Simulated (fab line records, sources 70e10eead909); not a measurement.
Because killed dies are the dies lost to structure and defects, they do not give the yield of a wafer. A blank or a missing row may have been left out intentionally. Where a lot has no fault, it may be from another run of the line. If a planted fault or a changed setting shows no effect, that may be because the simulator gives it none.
Matching of chambers + flow nand harc + NHARC_P_M2_ETCH_28 on rie diel-04: 4 sister chambers
The step etches the open film in CF4/N2, target depth 30 nm, time 72.99 s. 16 wafers are shown with their chamber, then 7 later ones without.

== WAFERS PAIRED WITH THEIR CHAMBERS ==
| wafer  | chamber | drypump motor current A (A) | rf vpp V (V) | throttle valve pct (%) |
|--------|---------|-----------------------------|--------------|------------------------|
| L237.2 | 0       | 6.24                        | 312.3        | 19.801                 |
| L237.4 | 1       | 5.69                        | 312.8        | 19.794                 |
| L237.5 | 0       | 6.24                        | 310.6        | 19.804                 |
| L241.3 | 2       | 6.23                        | 314.6        | 19.793                 |
| L241.4 | 1       | 5.67                        | 315.9        | 19.781                 |
| L241.5 | 0       | 6.23                        | 311.7        | 19.795                 |
| L240.1 | 3       | 5.83                        | 316.4        | 19.787                 |
| L240.2 | 0       | 6.24                        | 312.0        | 19.793                 |
| L240.4 | 2       | 6.23                        | 313.8        | 19.801                 |
| L245.3 | 1       | 5.66                        | 313.7        | 19.791                 |
| L245.4 | 1       | 5.64                        | 314.2        | 19.801                 |
| L245.6 | 0       | 6.23                        | 309.4        | 19.797                 |
| L247.1 | 0       | 6.25                        | 310.6        | 19.780                 |
| L247.3 | 1       | 5.69                        | 313.9        | 19.812                 |
| L247.6 | 0       | 6.24                        | 312.5        | 19.795                 |
| L248.3 | 1       | 5.66                        | 313.6        | 19.800                 |

SIGNATURES, as means of the wafers listed above
| reading                 | chamber 0 | chamber 1 | chamber 2 | chamber 3 | scatter within a chamber |
|-------------------------|-----------|-----------|-----------|-----------|--------------------------|
| drypump motor current A | 6.2386    | 5.6683    | 6.2300    | 5.8300    | 0.0134                   |
| rf vpp V                | 311.300   | 314.017   | 314.200   | 316.400   | 1.05                     |
| throttle valve pct      | 19.79500  | 19.79650  | 19.79700  | 19.78700  | 0.00881                  |
Rule: a wafer lies at a distance from a chamber equal to the root of the sum of squares, over the readings, of (its reading less the chamber's mean, divided by the reading's scatter). If the next closest chamber is less than 2 further off than the closest, the wafer can't be placed; otherwise it belongs to the closest. How the scatter is found: for the shown wafers, subtract from each reading the mean of its chamber, square and add these, divide the total by (wafers less chambers), then take the root.

== WAFERS WITH NO CHAMBER GIVEN ==
| wafer  | drypump motor current A (A) | rf vpp V (V) | throttle valve pct (%) |
|--------|-----------------------------|--------------|------------------------|
| L248.4 | 5.82                        | 316.4        | 19.796                 |
| L248.5 | 5.82                        | 317.3        | 19.790                 |
| L255.1 | 6.23                        | 315.1        | 19.792                 |
| L255.3 | 6.25                        | 310.6        | 19.793                 |
| L254.1 | 5.87                        | 316.4        | 19.789                 |
| L256.1 | 6.22                        | 311.7        | 19.783                 |
| L256.6 | 5.81                        | 317.5        | 19.791                 |

== EACH ONE'S CHAMBER ==
| wafer  | from the rows above     | in truth |
|--------|-------------------------|----------|
| L248.4 | 3                       | 3        |
| L248.5 | 3                       | 3        |
| L255.1 | 2                       | 2        |
| L255.3 | 0                       | 0        |
| L254.1 | 3                       | 3        |
| L256.1 | can't be placed: 0 or 2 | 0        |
| L256.6 | 3                       | 3        |
Correctly placed: 6 of 7. These rows do not allow placing 1 (true chamber among the candidates in 1). Number placed wrongly: 0.
